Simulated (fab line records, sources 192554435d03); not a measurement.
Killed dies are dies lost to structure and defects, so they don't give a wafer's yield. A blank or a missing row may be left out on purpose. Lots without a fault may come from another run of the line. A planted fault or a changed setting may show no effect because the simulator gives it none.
Chamber matching | flow n5_finfet | N5_BEOL_M1_ALD_98 on ald_sin-03: 4 sister chambers
The step deposits SiO2, target thk 2.5 nm, pulse time 1 s, co reactant pulse time 1 s. 7 wafers are shown with their chamber, then 8 later ones without.

WAFERS WITH THEIR CHAMBER
wafer  | chamber | heater_power_w (W) | precursor_pulse_height_rel
L075.5 | 0       | 75                 | 0.984
L076.3 | 0       | 77                 | 0.991
L077.4 | 3       | 79                 | 1.002
L083.1 | 1       | 77                 | 0.984
L093.1 | 1       | 77                 | 0.984
L093.5 | 2       | 71                 | 1.030
L095.1 | 2       | 73                 | 0.972

WAFERS WITHOUT THEIR CHAMBER
wafer  | heater_power_w (W) | precursor_pulse_height_rel
L095.3 | 81                 | 1.014
L095.4 | 76                 | 1.007
L096.2 | 76                 | 0.971
L096.3 | 74                 | 0.983
L096.6 | 74                 | 0.976
L097.3 | 74                 | 0.968
L097.5 | 77                 | 0.993
L097.6 | 83                 | 1.008

WHICH CHAMBER EACH WENT THROUGH
wafer  | from the rows above          | in truth
L095.3 | can't be placed: 3 or 1      | 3
L095.4 | can't be placed: 0 or 1 or 3 | 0
L096.2 | can't be placed: 0 or 1      | 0
L096.3 | can't be placed: 0 or 2 or 1 | 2
L096.6 | can't be placed: 0 or 2 or 1 | 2
L097.3 | can't be placed: 0 or 2 or 1 | 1
L097.5 | can't be placed: 1 or 0 or 3 | 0
L097.6 | can't be placed: 3 or 1      | 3
Placed correctly: 0 of 8. Can't be placed from these rows: 8 (the true chamber is among the candidates in 8). Placed wrongly: 0.
How it was worked out, from the rows above alone: a wafer's distance from a chamber is the root of the sum, over the readings, of the square of ((its reading less the chamber's mean) divided by the reading's scatter). The wafer belongs to the nearest chamber; if the next one is less than 2 further off, it can't be placed. A chamber's mean is the mean of its shown wafers. The scatter: the root of (the sum of the squares of (reading less its chamber's mean) over the shown wafers, divided by (wafers less chambers)).
